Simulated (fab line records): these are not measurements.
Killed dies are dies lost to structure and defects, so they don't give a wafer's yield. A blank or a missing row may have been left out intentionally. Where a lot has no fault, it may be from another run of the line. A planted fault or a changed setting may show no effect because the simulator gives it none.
fab line records + flow nandHarc
[record]
- lots = 6
- wafers = 18
- lastDay = 25
route steps=1159 shown A_M1@1038 END@1159
lots with no fault: from the same line, run without faults
startH: start of the lot's first displayed wafer, in hours after the record's first day + waitH: hours from the lot's prior step to this one + " same as the row above + L1.1+2: a single row standing in for several wafers + - value missing, or start not given + * or withheld: withheld + < > ~ a bound
route shown NAME@n: NAME is a module with steps in the file, n the number in the route of the first one + usual: the fault-free wafers' mean and standard deviation + same: alike in all rows + chamber/n: place in a boat + sites: each site's reading + _std_site: how widely they spread, as a standard deviation + _edge_site: inner sites' mean taken away from outer sites' mean + radiusMm: for every site, how far away it sits from the centre of the wafer + mask NAME#n: copy n + behind: the last tool/chamber to shape the wafer + hold: cause of the lot's hold/its duration in hours/its outcome + device: names the non-switching transistor (n, p or np) + end of line: the tests these same wafers got at the end of their route + for a step that has no rows: nothing shown but its recipe + killed: not the wafer's yield, but the dies lost to structure and defects at the first sort + map: the dies of a wafer, with x for killed, . for not killed, _ for no die there
set.NAME: the setting that was run; set.NAME@STEP: the one run at that earlier step + model.NAME: the simulator's own value behind a step, which no gauge read
certain route steps with their lots: each step a table, each wafer a row
services: the hour from which a tool's chamber was out of use, counted from the record's first day as startH (under 0 if before that day), plus the number of hours and why
[[steps]]
[step NHARC_A_M1_INSPECT_11]
[usual]
- rawDefectCount = 30/13
| lot.wafer | tool             | chamber | startH | waitH | rawDefectCount |
|-----------|------------------|---------|--------|-------|----------------|
| L666.1    | defectInspect-01 | -       | 414.25 | 0.0   | 29             |
| L666.3    | "                | -       | "      | "     | 20             |
| L666.5    | "                | -       | "      | "     | 26             |
| L669.1    | defectInspect-02 | -       | 431.53 | 0.0   | 25             |
| L669.4    | "                | -       | "      | "     | 23             |
| L669.5    | "                | -       | "      | "     | 23             |
| L673.4    | defectInspect-02 | -       | 465.39 | 0.0   | 29             |
| L673.5    | "                | -       | "      | "     | 33             |
| L673.6    | "                | -       | "      | "     | 27             |
| L678.2    | defectInspect-01 | -       | 478.07 | 0.0   | 32             |
| L678.4    | "                | -       | "      | "     | 49             |
| L678.5    | "                | -       | "      | "     | 30             |
| L676.2    | defectInspect-02 | -       | 480.06 | 0.0   | 30             |
| L676.3    | "                | -       | "      | "     | 26             |
| L676.5    | "                | -       | "      | "     | 29             |
| L687.1    | defectInspect-01 | -       | 564.86 | 0.0   | 61             |
| L687.4    | "                | -       | "      | "     | 48             |
| L687.6    | "                | -       | "      | "     | 52             |
[step NHARC_A_M1_DESCUM_14]
[recipe]
- timeS = 3
- o2FlowSccm = 200
- arFlowSccm = 0
- biasPowerW = 0
- chemistry = O2
[usual]
- drypumpMotorCurrentA = 5.55/0.29
- oesProductAu = 0.999/0.011
- rfVppV = 57.9/0.82
- showerheadPlenumPTorr = 1.95/0.071
- throttleValvePct = 11.311/0.0085
[same]
- timeS = 3
| lot.wafer | tool       | chamber | startH | waitH | drypumpMotorCurrentA | oesProductAu | rfHoursCounterH | rfVppV | showerheadPlenumPTorr | throttleValvePct |
|-----------|------------|---------|--------|-------|----------------------|--------------|-----------------|--------|-----------------------|------------------|
| L666.1    | rieDiel-10 | 1       | 414.32 | 0.1   | 5.45                 | 0.984        | 4               | 57.9   | 1.98                  | 11.311           |
| L666.3    | "          | 0       | "      | "     | 5.94                 | 1.009        | 4               | 58.1   | 1.84                  | 11.305           |
| L666.5    | "          | 1       | "      | "     | 5.45                 | 1.002        | -               | 58.2   | 1.98                  | 11.306           |
| L669.4    | rieDiel-03 | 0       | 431.60 | 0.1   | 5.90                 | 1.001        | 2               | 58.6   | 1.85                  | 11.318           |
| L669.1    | "          | 2       | "      | "     | 5.38                 | 0.979        | 2               | 57.9   | 1.99                  | 11.314           |
| L669.5    | "          | 3       | "      | "     | 5.47                 | 1.007        | -               | 57.7   | 2.01                  | 11.323           |
| L673.4    | rieDiel-11 | 0       | 465.45 | 0.1   | 5.85                 | 0.988        | 2               | 58.9   | 1.87                  | 11.317           |
| L673.6    | "          | 0       | "      | "     | 5.82                 | 1.001        | -               | 58.0   | 1.86                  | 11.326           |
| L673.5    | "          | 1       | "      | "     | 5.24                 | 0.999        | -               | 58.1   | 1.91                  | 11.307           |
| L678.4    | rieDiel-10 | 1       | 478.15 | 0.1   | 5.45                 | 1.003        | 9               | 57.3   | 1.98                  | 11.300           |
| L678.2    | "          | 2       | "      | "     | 5.36                 | 0.995        | 10              | 57.4   | 2.04                  | 11.306           |
| L678.5    | "          | 3       | "      | "     | 5.20                 | 0.996        | -               | 57.3   | 2.03                  | 11.323           |
| L676.2    | rieDiel-03 | 1       | 480.13 | 0.1   | 5.94                 | 1.006        | 5               | 58.8   | 2.03                  | 11.286           |
| L676.3    | "          | 2       | "      | "     | 5.35                 | 0.996        | 6               | 57.6   | 1.99                  | 11.303           |
| L676.5    | "          | 1       | "      | "     | 5.94                 | 0.998        | -               | 57.7   | 2.03                  | 11.316           |
| L687.1    | rieDiel-10 | 3       | 564.93 | 0.1   | 5.20                 | 0.993        | 1               | 58.1   | 2.03                  | 11.313           |
| L687.4    | "          | 1       | "      | "     | 5.48                 | 1.015        | 1               | 59.7   | 1.98                  | 11.323           |
| L687.6    | "          | 2       | "      | "     | 5.33                 | 1.004        | -               | 58.4   | 2.03                  | 11.314           |
[step NHARC_A_M1_ETCH_35]
[recipe]
- targetDepthA = 400
- overetchA = 120
- timeS = 43.94
- ionEnergyEv = 200
- n2FlowSccm = 150
- h2FlowSccm = 150
- arFlowSccm = 0
- rfW = 400
- biasW = 150
- chemistry = N2/H2
[step NHARC_A_M1_ETCH_15]
[recipe]
- targetDepthA = 1825
- timeS = 91.2
- c4f8FlowSccm = withheld
- arFlowSccm = 400
- rfW = 600
- biasW = 300
- chemistry = C4F8/Ar
[step NHARC_A_M1_CD_MEAS_16]
[usual]
- cdNm = 120.1/0.81
| lot.wafer | tool     | chamber | startH | waitH | cdNm  |
|-----------|----------|---------|--------|-------|-------|
| L666.1    | cdSem-01 | -       | 414.62 | -     | 120.2 |
| L666.3    | "        | -       | "      | "     | 121.7 |
| L666.5    | "        | -       | "      | "     | 121.1 |
| L669.1    | cdSem-03 | -       | 431.91 | -     | 120.9 |
| L669.4    | "        | -       | "      | "     | 120.7 |
| L669.5    | "        | -       | "      | "     | 120.2 |
| L673.4    | cdSem-01 | -       | 465.76 | -     | 120.7 |
| L673.5    | "        | -       | "      | "     | 119.7 |
| L673.6    | "        | -       | "      | "     | 120.2 |
| L678.2    | cdSem-03 | -       | 478.44 | -     | 122.0 |
| L678.4    | "        | -       | "      | "     | 120.3 |
| L678.5    | "        | -       | "      | "     | 121.5 |
| L676.2    | cdSem-03 | -       | 480.43 | -     | 119.6 |
| L676.3    | "        | -       | "      | "     | 119.5 |
| L676.5    | "        | -       | "      | "     | 120.0 |
| L687.1    | cdSem-01 | -       | 565.22 | -     | 119.8 |
| L687.4    | "        | -       | "      | "     | 119.7 |
| L687.6    | "        | -       | "      | "     | 119.8 |
[step NHARC_A_M1_STRIP_18]
[recipe]
- powerW = 1000
- n2FlowSccm = 150
- h2FlowSccm = 150
- arFlowSccm = 0
- biasW = 0
- chemistry = N2/H2
[usual]
- drypumpMotorCurrentA = 5.55/0.29
- oesProductAu = 0.998/0.0095
- rfVppV = 91.1/0.89
- showerheadPlenumPTorr = 2.09/0.079
- throttleValvePct = 14.172/0.0092
| lot.wafer | tool       | chamber | startH | waitH | drypumpMotorCurrentA | oesProductAu | rfHoursCounterH | rfVppV | showerheadPlenumPTorr | throttleValvePct |
|-----------|------------|---------|--------|-------|----------------------|--------------|-----------------|--------|-----------------------|------------------|
| L666.1    | rieDiel-10 | 0       | 414.72 | 0.1   | 5.93                 | 1.002        | 4               | 91.3   | 1.96                  | 14.172           |
| L666.3    | "          | 2       | "      | "     | 5.43                 | 1.004        | 4               | 90.5   | 2.18                  | 14.160           |
| L666.5    | "          | 0       | "      | "     | 5.94                 | 1.012        | -               | 90.8   | 1.96                  | 14.174           |
| L669.4    | rieDiel-03 | 2       | 432.03 | 0.1   | 5.35                 | 0.990        | 2               | 89.8   | 2.13                  | 14.176           |
| L669.1    | "          | 3       | "      | "     | 5.53                 | 0.991        | 2               | 91.8   | 2.14                  | 14.154           |
| L669.5    | "          | 1       | "      | "     | 5.96                 | 0.993        | -               | 91.4   | 2.17                  | 14.168           |
| L673.4    | rieDiel-03 | 0       | 465.84 | 0.1   | 5.92                 | 0.999        | 2               | 90.5   | 1.97                  | 14.180           |
| L673.6    | "          | 0       | "      | "     | 5.92                 | 1.000        | -               | 90.8   | 1.97                  | 14.190           |
| L673.5    | "          | 1       | "      | "     | 5.94                 | 1.004        | -               | 92.8   | 2.17                  | 14.191           |
| L678.2    | rieDiel-11 | 0       | 478.58 | 0.1   | 5.82                 | 0.986        | 2               | 91.7   | 1.99                  | 14.159           |
| L678.5    | "          | 1       | "      | "     | 5.25                 | 0.998        | -               | 92.1   | 2.04                  | 14.168           |
| L678.4    | "          | 0       | "      | "     | 5.83                 | 0.994        | -               | 89.3   | 1.99                  | 14.164           |
| L676.3    | rieDiel-10 | 2       | 480.50 | 0.1   | 5.40                 | 1.001        | 10              | 90.0   | 2.17                  | 14.171           |
| L676.2    | "          | 0       | "      | "     | 5.96                 | 0.999        | 8               | 90.1   | 1.95                  | 14.162           |
| L676.5    | "          | 2       | "      | "     | 5.36                 | 1.002        | -               | 91.5   | 2.17                  | 14.174           |
| L687.1    | rieDiel-03 | 1       | 565.32 | 0.1   | 5.92                 | 1.003        | 11              | 92.4   | 2.17                  | 14.167           |
| L687.4    | "          | 3       | "      | "     | 5.51                 | 1.002        | 11              | 91.8   | 2.14                  | 14.159           |
| L687.6    | "          | 1       | "      | "     | 5.90                 | 0.988        | -               | 91.5   | 2.17                  | 14.155           |
[step NHARC_A_M1_ETCH_28]
[recipe]
- targetDepthA = 300
- overEtchFrac = 0.3
- timeS = 72.99
- ionEnergyEv = 150
- cf4FlowSccm = 50
- n2FlowSccm = 100
- arFlowSccm = 150
- rfW = 300
- biasW = 100
- chemistry = CF4/N2
[usual]
- drypumpMotorCurrentA = 5.54/0.28
- oesProductAu = 0.998/0.0093
- rfVppV = 315.2/1.8
- showerheadPlenumPTorr = 2.69/0.091
- throttleValvePct = 19.795/0.0085
[same]
- timeS = 72.99
| lot.wafer | tool       | chamber | startH | waitH | drypumpMotorCurrentA | oesProductAu | rfHoursCounterH | rfVppV | showerheadPlenumPTorr | throttleValvePct |
|-----------|------------|---------|--------|-------|----------------------|--------------|-----------------|--------|-----------------------|------------------|
| L666.3    | rieDiel-10 | 1       | -      | -     | 5.44                 | 0.988        | 4               | 315.9  | 2.71                  | 19.798           |
| L666.1    | "          | 0       | "      | "     | 5.95                 | 1.007        | 4               | 313.1  | 2.53                  | 19.792           |
| L666.5    | "          | 1       | "      | "     | 5.45                 | 0.988        | -               | 315.8  | 2.71                  | 19.780           |
| L669.4    | rieDiel-03 | 3       | -      | -     | 5.50                 | 1.003        | 2               | 317.0  | 2.75                  | 19.783           |
| L669.1    | "          | 0       | "      | "     | 5.92                 | 0.990        | 2               | 311.8  | 2.55                  | 19.797           |
| L669.5    | "          | 2       | "      | "     | 5.36                 | 0.996        | -               | 314.9  | 2.73                  | 19.784           |
| L673.4    | rieDiel-03 | 1       | -      | -     | 5.91                 | 0.988        | 4               | 315.8  | 2.78                  | 19.785           |
| L673.6    | "          | 3       | "      | "     | 5.51                 | 0.995        | -               | 315.8  | 2.74                  | 19.799           |
| L673.5    | "          | 0       | "      | "     | 5.95                 | 0.995        | -               | 313.2  | 2.55                  | 19.803           |
| L678.2    | rieDiel-11 | 0       | -      | -     | 5.82                 | 0.991        | 2               | 313.7  | 2.56                  | 19.777           |
| L678.5    | "          | 0       | "      | "     | 5.83                 | 1.002        | -               | 313.8  | 2.56                  | 19.808           |
| L678.4    | "          | 1       | "      | "     | 5.24                 | 0.993        | -               | 312.5  | 2.63                  | 19.800           |
| L676.3    | rieDiel-10 | 3       | -      | -     | 5.20                 | 0.995        | 9               | 317.0  | 2.78                  | 19.795           |
| L676.2    | "          | 0       | "      | "     | 5.93                 | 1.007        | 8               | 312.5  | 2.52                  | 19.792           |
| L676.5    | "          | 3       | "      | "     | 5.26                 | 1.000        | -               | 315.7  | 2.78                  | 19.796           |
| L687.1    | rieDiel-03 | 1       | -      | -     | 5.93                 | 0.994        | 11              | 317.0  | 2.78                  | 19.786           |
| L687.4    | "          | 2       | "      | "     | 5.35                 | 0.989        | 13              | 315.1  | 2.73                  | 19.786           |
| L687.6    | "          | 0       | "      | "     | 5.94                 | 1.009        | -               | 314.8  | 2.55                  | 19.802           |
[step NHARC_A_M1_STRIP_19]
[recipe]
- timeS = 600
- tempC = 30
- chemistry = postEtchResidueRemover
[step NHARC_A_M1_DEGAS_29]
[recipe]
- tempC = 250
- timeS = 60
[usual]
- heaterPowerW = 337/31
[same]
- timeS = 60
| lot.wafer | tool          | chamber | startH | waitH | heaterPowerW |
|-----------|---------------|---------|--------|-------|--------------|
| L666.1    | pvdSputter-02 | -       | 415.34 | -     | 343          |
| L666.3    | "             | -       | "      | "     | 329          |
| L666.5    | "             | -       | "      | "     | 314          |
| L669.4    | pvdSputter-02 | -       | 432.63 | -     | 322          |
| L669.1    | "             | -       | "      | "     | 342          |
| L669.5    | "             | -       | "      | "     | 343          |
| L673.4    | pvdSputter-02 | -       | 466.50 | -     | 316          |
| L673.6    | "             | -       | "      | "     | 317          |
| L673.5    | "             | -       | "      | "     | 332          |
| L678.2    | pvdSputter-03 | -       | 479.23 | -     | 381          |
| L678.4    | "             | -       | "      | "     | 303          |
| L678.5    | "             | -       | "      | "     | 366          |
| L676.2    | pvdSputter-02 | -       | 481.14 | -     | 331          |
| L676.3    | "             | -       | "      | "     | 341          |
| L676.5    | "             | -       | "      | "     | 336          |
| L687.1    | pvdSputter-02 | -       | 565.95 | -     | 329          |
| L687.4    | "             | -       | "      | "     | 315          |
| L687.6    | "             | -       | "      | "     | 320          |
[step NHARC_A_M1_PRE_CLEAN_30]
[recipe]
- timeS = 30
- tempC = 280
- gas = H2/He
[step NHARC_A_M1_PVD_20]
[recipe]
- targetThkA = 50
- biasV = 168.6
- powerW = 15000
- chamberPressurePa = 0.12
- timeS = 8.06
- substrateTempC = 50
- material = TaN
[step NHARC_A_M1_PVD_21]
[recipe]
- targetThkA = 300
- chamberPressurePa = 5
- powerW = 5000
- substrateTempC = 30
- timeS = 20.49
- material = Cu
[usual]
- throttleValvePct = 29.9/1.1
[same]
- timeS = 20.49
| lot.wafer | tool          | chamber | startH | waitH | throttleValvePct |
|-----------|---------------|---------|--------|-------|------------------|
| L666.1    | pvdSputter-02 | -       | -      | -     | 28.9             |
| L666.3    | "             | -       | "      | "     | 30.3             |
| L666.5    | "             | -       | "      | "     | 31.2             |
| L669.4    | pvdSputter-02 | -       | -      | -     | 30.2             |
| L669.1    | "             | -       | "      | "     | 31.1             |
| L669.5    | "             | -       | "      | "     | 29.3             |
| L673.4    | pvdSputter-02 | -       | -      | -     | 29.3             |
| L673.5    | "             | -       | "      | "     | 31.2             |
| L673.6    | "             | -       | "      | "     | 29.4             |
| L678.2    | pvdSputter-03 | -       | -      | -     | 31.0             |
| L678.4    | "             | -       | "      | "     | 30.4             |
| L678.5    | "             | -       | "      | "     | 30.8             |
| L676.3    | pvdSputter-02 | -       | -      | -     | 30.9             |
| L676.2    | "             | -       | "      | "     | 30.5             |
| L676.5    | "             | -       | "      | "     | 31.1             |
| L687.4    | pvdSputter-02 | -       | -      | -     | 29.1             |
| L687.1    | "             | -       | "      | "     | 29.5             |
| L687.6    | "             | -       | "      | "     | 31.2             |
[step NHARC_A_M1_ECD_22]
[recipe]
- targetThkA = 4000
- bathTempC = 25
- material = Cu
| lot.wafer  | tool     | chamber | startH | waitH |
|------------|----------|---------|--------|-------|
| L666.1+3+5 | ecdCu-02 | 1,0,1   | 415.75 | -     |
| L669.1+4+5 | ecdCu-01 | 1,0,0   | 433.02 | -     |
| L673.4+5+6 | ecdCu-01 | 1,1,0   | 466.94 | -     |
| L678.2+4+5 | ecdCu-01 | 0,0,1   | 479.63 | -     |
| L676.2+3+5 | ecdCu-02 | 1,0,0   | 481.54 | -     |
| L687.1+4+6 | ecdCu-02 | 0,1,0   | 566.38 | -     |
[step NHARC_A_M1_ANNEAL_31]
[recipe]
- tempC = 225
- timeS = 90
[step NHARC_A_M1_CMP_23]
[recipe]
- tOverpolishS = 20
- targetThkNm = 154.34
[usual]
- motorCurrentA = 12.5/1.4
- timeToEndpointS = 28.7/2.4
| lot.wafer | tool   | chamber | startH | waitH | motorCurrentA | timeToEndpointS |
|-----------|--------|---------|--------|-------|---------------|-----------------|
| L666.1    | cmp-03 | 3       | 416.45 | -     | 11.4          | 23.8            |
| L666.3    | "      | 1       | "      | "     | 13.8          | 32.7            |
| L666.5    | "      | 2       | "      | "     | 13.7          | 29.3            |
| L669.1    | cmp-01 | 0       | 434.06 | -     | 11.8          | 30.1            |
| L669.4    | "      | 1       | "      | "     | 11.7          | 30.7            |
| L669.5    | "      | 1       | "      | "     | 10.9          | 33.6            |
| L673.4    | cmp-01 | 2       | 467.63 | -     | 12.0          | 49.8            |
| L673.6    | "      | 0       | "      | "     | 12.2          | 49.3            |
| L673.5    | "      | 1       | "      | "     | 11.4          | 49.7            |
| L678.4    | cmp-04 | 0       | 480.31 | -     | 10.7          | 44.3            |
| L678.2    | "      | 1       | "      | "     | 10.7          | 46.7            |
| L678.5    | "      | 0       | "      | "     | 10.7          | 44.3            |
| L676.2    | cmp-04 | 1       | 482.35 | -     | 11.2          | 29.1            |
| L676.3    | "      | 2       | "      | "     | 13.1          | 28.2            |
| L676.5    | "      | 1       | "      | "     | 10.9          | 29.2            |
| L687.4    | cmp-01 | 1       | 567.08 | -     | 11.4          | 32.3            |
| L687.1    | "      | 3       | "      | "     | 10.5          | 27.9            |
| L687.6    | "      | 1       | "      | "     | 11.8          | 30.7            |
[step NHARC_A_M1_THK_MEAS_24]
[recipe]
- thkMeasGauge = xrf
[usual]
- thkNm = 154.6/1.5
| lot.wafer | tool         | chamber | startH | waitH | thkNm |
|-----------|--------------|---------|--------|-------|-------|
| L666.1    | filmMetro-02 | -       | 416.74 | -     | 153.1 |
| L666.3    | "            | -       | "      | "     | 155.5 |
| L666.5    | "            | -       | "      | "     | 156.0 |
| L669.1    | filmMetro-01 | -       | 434.37 | -     | 154.5 |
| L669.4    | "            | -       | "      | "     | 154.7 |
| L669.5    | "            | -       | "      | "     | 154.9 |
| L673.4    | filmMetro-02 | -       | 467.89 | -     | 155.1 |
| L673.5    | "            | -       | "      | "     | 156.7 |
| L673.6    | "            | -       | "      | "     | 153.8 |
| L678.2    | filmMetro-01 | -       | 480.62 | -     | 154.1 |
| L678.4    | "            | -       | "      | "     | 153.2 |
| L678.5    | "            | -       | "      | "     | 155.7 |
| L676.2    | filmMetro-01 | -       | 482.64 | -     | 155.5 |
| L676.3    | "            | -       | "      | "     | 154.7 |
| L676.5    | "            | -       | "      | "     | 155.9 |
| L687.1    | filmMetro-01 | -       | 567.39 | -     | 154.7 |
| L687.4    | "            | -       | "      | "     | 154.8 |
| L687.6    | "            | -       | "      | "     | 155.4 |
[step NHARC_END_SORT_01]
[recipe]
- tempC = 25
[usual]
- defectLimitedYield = 95.6/1.4
- killedAtArray = 26/9
- killedAtOther = 0.8/1.2
- killedAtPeriphery = 3.2/2.3
- killedDies = 30/9.1
- killedOpen = 3.5/2
- killedShort = 1.8/1.4
- sort_bin_2_pct = 1.4/0.59
- sort_bin_3_pct = 0.25/0.22
- sort_bin_4_pct = 2.8/0.91
- sortNPass = 647/9.1
- sortRimYieldPct = 95.4/3
- sortYieldPct = 95.6/1.4
[same]
- grossDies = 677
- sort_bin_5_pct[%] = 0
- sort_bin_6_pct[%] = 0
- sort_bin_7_pct[%] = 0
- sort_bin_8_pct[%] = 0
- sortRimNGross = 106.00
| lot.wafer | tool      | chamber | startH | waitH | defectLimitedYield[%] | killedAtArray | killedAtOther | killedAtPeriphery | killedDies | killedOpen | killedShort | sort_bin_2_pct[%] | sort_bin_3_pct[%] | sort_bin_4_pct[%] | sortNPass | sortRimYieldPct[%] | sortYieldPct[%] |
|-----------|-----------|---------|--------|-------|-----------------------|---------------|---------------|-------------------|------------|------------|-------------|-------------------|-------------------|-------------------|-----------|--------------------|-----------------|
| L676.2    | prober-02 | 0       | 514.88 | 2.8   | 95.7                  | 27            | 0             | 2                 | 29         | 4          | 2           | 1.0               | 0.15              | 3.1               | 648       | 92.5               | 95.7            |
| L676.3    | prober-02 | 0       | 515.69 | 3.1   | 96.8                  | 19            | 2             | 1                 | 22         | 2          | 2           | 1.2               | 0.30              | 1.8               | 655       | 97.2               | 96.8            |
| L676.5    | prober-02 | 0       | 517.31 | 3.7   | 96.0                  | 23            | 0             | 4                 | 27         | 3          | 1           | 2.1               | 0.15              | 1.8               | 650       | 95.3               | 96.0            |
| L678.2    | prober-01 | 0       | 522.76 | 2.9   | 95.1                  | 29            | 0             | 4                 | 33         | 7          | 0           | 1.6               | 0.44              | 2.8               | 644       | 96.2               | 95.1            |
| L678.4    | prober-01 | 0       | 524.34 | 3.4   | 93.5                  | 42            | 0             | 2                 | 44         | 2          | 1           | 3.0               | 0.59              | 3.0               | 633       | 98.1               | 93.5            |
| L678.5    | prober-01 | 0       | 525.13 | 3.7   | 95.3                  | 29            | 1             | 2                 | 32         | 5          | 1           | 1.3               | 0.44              | 3.0               | 645       | 100.0              | 95.3            |
// killed by level:class
L676.2 A_SLIT:chamberFilmFlake=12 A_CHANNEL_HOLE_D1:chamberFilmFlake=5 A_CONTACT:chamberFilmFlake=5 A_CHANNEL_FILL_D1:geometricParticle:open=2 P_M1:geometricParticle:open=1 P_M2:geometricParticle:short=1 A_CHANNEL_FILL_D1:geometricParticle:short=1 A_CONTACT:geometricParticle:open=1
L676.3 A_SLIT:chamberFilmFlake=7 A_CONTACT:chamberFilmFlake=5 A_CHANNEL_HOLE_D1:chamberFilmFlake=4 THIN_TSV:chamberFilmFlake=2 P_M0:geometricParticle:open=1 A_ONON_D1:geometricParticle:open=1 A_SGD_CUT:geometricParticle:short=1 A_CONTACT:geometricParticle:short=1
L676.5 A_SLIT:chamberFilmFlake=5 A_CONTACT:chamberFilmFlake=5 A_CONTACT:geometricParticle:open=3 A_CHANNEL_HOLE_D1:chamberFilmFlake=3 A_STAIRCASE:chamberFilmFlake=3 P_M1:chamberFilmFlake=2 P_BONDPAD:chamberFilmFlake=2 A_WL_FILL:chamberFilmFlake=2
L678.2 A_CHANNEL_HOLE_D1:chamberFilmFlake=11 A_CONTACT:chamberFilmFlake=5 A_SGD_CUT:chamberFilmFlake=4 P_GATE:chamberFilmFlake=2 A_STAIRCASE:chamberFilmFlake=2 P_M0:geometricParticle:open=1 A_ONON_D1:geometricParticle:open=1 A_CHANNEL_FILL_D1:geometricParticle:open=1
L678.4 A_CHANNEL_HOLE_D1:chamberFilmFlake=22 A_SGD_CUT:chamberFilmFlake=6 A_CONTACT:chamberFilmFlake=5 A_STAIRCASE:chamberFilmFlake=3 A_BLC:geometricParticle:open=1 A_M0:geometricParticle:short=1 A_M0:geometricParticle:open=1 P_CONTACT:chamberFilmFlake=1
L678.5 A_CHANNEL_HOLE_D1:chamberFilmFlake=16 A_STAIRCASE:chamberFilmFlake=5 A_SGD_CUT:chamberFilmFlake=2 A_CONTACT:chamberFilmFlake=2 P_CONTACT:geometricParticle:open=1 P_M0:geometricParticle:open=1 A_SGD_CUT:geometricParticle:open=1 A_SLIT:geometricParticle:short=1
[[services]]
| tool          | chamber | startH | hours | kind   |
|---------------|---------|--------|-------|--------|
| pvdSputter-02 | -       | 392.00 | 10.0  | pm     |
| rieDiel-03    | -       | 392.30 | 9.0   | pm     |
| cmp-01        | -       | 397.26 | 0.4   | repair |
| cmp-04        | -       | 400.22 | 4.0   | pm     |
| ecdCu-01      | -       | 403.16 | 0.6   | repair |
| ecdCu-02      | -       | 421.82 | 1.2   | repair |
| pvdSputter-03 | -       | 425.63 | 1.6   | repair |
| cmp-04        | -       | 428.33 | 0.9   | repair |
| rieDiel-03    | 0       | 432.71 | 12.3  | repair |
| ecdCu-01      | -       | 448.00 | 8.0   | pm     |
| pvdSputter-03 | -       | 463.02 | 10.0  | pm     |
| cmp-01        | -       | 473.50 | 4.0   | pm     |
| rieDiel-11    | 2       | 477.32 | 23.2  | repair |
| cmp-01        | -       | 483.24 | 0.9   | repair |
| rieDiel-10    | 2       | 496.06 | 15.7  | repair |
| cmp-04        | -       | 498.31 | 4.0   | pm     |
| rieDiel-11    | 1       | 501.10 | 1.4   | repair |
| rieDiel-11    | 0       | 502.42 | 6.5   | repair |
| ecdCu-02      | -       | 525.18 | 1.8   | repair |
| rieDiel-11    | -       | 525.51 | 0.7   | repair |
| rieDiel-03    | 3       | 527.89 | 10.6  | repair |
| rieDiel-10    | -       | 530.71 | 9.0   | pm     |
| ecdCu-02      | -       | 532.00 | 8.0   | pm     |
| rieDiel-11    | -       | 543.50 | 9.0   | pm     |
[[key]]
[firstSign]
- step = NHARC_A_M1_CMP_23
- reading = timeToEndpointS
- direction = up
- sigmas = 7.6
- usual = *
- struck = *
effect none on later readings
metAt NHARC_A_M1_ECD_22
struckWafers L673.4,L673.5,L673.6,L678.2,L678.4,L678.5
onsetBetween 433.02 466.94
[fault]
- kind = processParameterDrift
- tool = ecdCu-01
- chamber = -
- onsetH = 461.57
- steps = NHARC_A_M1_ECD_22
- channel = targetThkA
- offset = *
- shape = step
- endH = 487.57
- actsIn = *
- stated = *
